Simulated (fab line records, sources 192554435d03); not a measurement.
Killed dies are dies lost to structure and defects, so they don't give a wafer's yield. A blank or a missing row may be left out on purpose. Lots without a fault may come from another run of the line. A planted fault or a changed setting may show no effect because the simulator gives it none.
A struck lot beside a sound one | flow n5_finfet | 24 steps out of a route of 1938
Sound: wafers L535.4, L535.5, L535.6. Struck: wafers L543.1, L543.4, L543.5. The cause comes at the end.
At each step with rows: each side's tool, then ch and its chambers, then its first start. Under that, the readings that differ: sound wafers | struck wafers | difference of the means | sigmas: that difference in standard deviations of wafers without a fault.
alike: readings whose means differ by less than 2 such deviations, and words and numbers that are the same on both sides. not compared: withheld readings, readings that some wafer has no value for, bounds like >300 that may hide the same value, and numbers for which the record gives no deviation and whose values overlap.
The two part at a step that has a row with sigmas, a row that says differs or no value, or rows on one side only. Numbers that don't overlap but have no deviation are shown without sigmas and don't part them. A reading that every wafer of one side lacks parts them only if that side has two wafers or more.

N5_BEOL_M10_THK_MEAS_53: measures by xrf.
  sound on film_metro-02, day 10 00:28; struck on film_metro-02, day 11 22:17
  alike: M10_THK
then, 1 step without rows for these wafers: N5_BEOL_M10_PRE_CLEAN_55 (time 15 s).
N5_BEOL_M10_DEP_56: deposits SiCN from 3MS/NH3, target thk 15 nm, time 26.5 s.
  sound on pecvd-04 ch 0,1,2, day 10 00:33; struck on pecvd-04 ch 1,2, day 11 22:22
  alike: showerhead_plenum_p_Torr, throttle_valve_pct
N5_BEOL_M10_RS_MEAS_57: measures by four-point-probe.
  sound on film_metro-02, day 10 00:36; struck on film_metro-02, day 11 22:26
  alike: M10_RS
N5_BEOL_M10_INSPECT_58: inspects for defects (darkfield).
  sound on defect_inspect-01, day 10 00:38; struck on defect_inspect-01, day 11 22:27
  alike: raw_defect_count
N5_BEOL_M11_ILD_DEP_00: deposits SiCOH lowk from DEMS/porogen, target thk 308.51 nm, time 58 s.
  sound on pecvd-03 ch 0,1,2, day 10 00:41; struck on pecvd-03 ch 0,1, day 11 22:29
  alike: heater_power_w, showerhead_plenum_p_Torr, throttle_valve_pct
N5_BEOL_M11_CURE_71: cures SiCOH lowk, time 240 s.
  sound on uv_cure-01 ch 1, day 10 01:11; struck on uv_cure-01 ch 0, day 11 22:37
  alike: lamp_power_pct, wafer_temp_C_max
N5_BEOL_M11_THK_MEAS_01:
  sound on film_metro-02, day 10 01:28; struck on film_metro-02, day 11 23:07
  alike: M11_ILD_THK
then, 4 steps without rows for these wafers: N5_BEOL_M11_PECVD_70 (deposits SiO2 from TEOS/O2, target thk 20 nm, time 22.7 s); N5_BEOL_M11_HM_DEP_02 (deposits TiN, target thk 20 nm); N5_BEOL_M11_COAT_59 (time 60 s, resist thk 100 nm); N5_BEOL_M11_COAT_60 (time 60 s, resist thk 30 nm).
N5_BEOL_M11_COAT_05: resist thk 90 nm.
  sound on litho_track-05 ch 0, day 10 02:41; struck on litho_track-04 ch 0, day 12 01:05
  reading                                       | sound                | struck               | difference | sigmas
  spin_speed_rpm (rpm)                          | 1499.5 1501.9 1501.1 | 1412.2 1408.4 1410.5 | -90.5      | -75
  model.CAR-ArF_of_BEOL_M11_COAT_05.thk_nm (nm) | 90.2 89.8 90         | 92.6 92.8 92.6       | +2.7       |
then, 5 steps without rows for these wafers: N5_BEOL_M11_EBR_07; N5_BEOL_M11_SOFTBAKE_06 (time 60 s); N5_BEOL_M11_EXPOSE_08 (exposes mask M11); N5_BEOL_M11_PEB_09 (peb time 60 s); N5_BEOL_M11_DEVELOP_10 (develop time 30 s).
N5_BEOL_M11_CD_MEAS_11: target cd 64.1 nm.
  sound on cd_sem-01 ch 0, day 10 03:03; struck on cd_sem-03 ch 0, day 12 01:28
  alike: cd_nm
N5_BEOL_M11_OVL_MEAS_12:
  sound on overlay-01 ch 0, day 10 03:05; struck on overlay-01 ch 0, day 12 01:29
  alike: M11_OVL
N5_BEOL_M11_INSPECT_13: inspects for defects (brightfield).
  sound on defect_inspect-01, day 10 03:07; struck on defect_inspect-01, day 12 01:31
  alike: raw_defect_count
N5_BEOL_M11_DESCUM_16: chemistry O2, time 7.9 s.
  sound on rie_diel-05 ch 0,1,3, day 10 03:26; struck on rie_diel-05 ch 0,1,3, day 12 01:33
  alike: drypump_motor_current_A, oes_product_au, rf_vpp_V, showerhead_plenum_p_Torr, throttle_valve_pct
  not compared: rf_hours_counter_h
N5_BEOL_M11_ETCH_61: etches SiARC in CF4, target depth 39 nm, time 65 s.
  sound on rie_diel-05 ch 0,1,3, day 10 03:29; struck on rie_diel-05 ch 0,1,3, day 12 01:35
  reading                                       | sound          | struck         | difference | sigmas
  model.CAR-ArF_of_BEOL_M11_COAT_05.thk_nm (nm) | 55.8 55.4 55.8 | 58.2 58.6 58.2 | +2.7       |
  alike: drypump_motor_current_A, etch_rf_on_time_s, mfc_ar_sccm, oes_product_au, rf_vpp_V, showerhead_plenum_p_Torr, throttle_valve_pct
  not compared: rf_hours_counter_h
N5_BEOL_M11_ETCH_62: etches SOC in N2/H2, target depth 110 nm, overetch 22 nm, time 165 s.
  sound on rie_diel-05 ch 0,1,3, day 10 03:35; struck on rie_diel-05 ch 0,1,3, day 12 01:38
  alike: drypump_motor_current_A, n2_flow_sccm, oes_product_au, rf_vpp_V, showerhead_plenum_p_Torr, throttle_valve_pct
  not compared: rf_hours_counter_h

WHERE THEY PART
Only at N5_BEOL_M11_COAT_05, within this record. Later steps at which nothing parts them and some readings are alike: N5_BEOL_M11_CD_MEAS_11, N5_BEOL_M11_OVL_MEAS_12, N5_BEOL_M11_INSPECT_13, N5_BEOL_M11_DESCUM_16, N5_BEOL_M11_ETCH_61, N5_BEOL_M11_ETCH_62.

WHY: what the simulator had put in
Process parameter drift: litho_track-04, from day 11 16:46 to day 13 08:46, at N5_BEOL_M11_COAT_05. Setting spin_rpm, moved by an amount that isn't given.
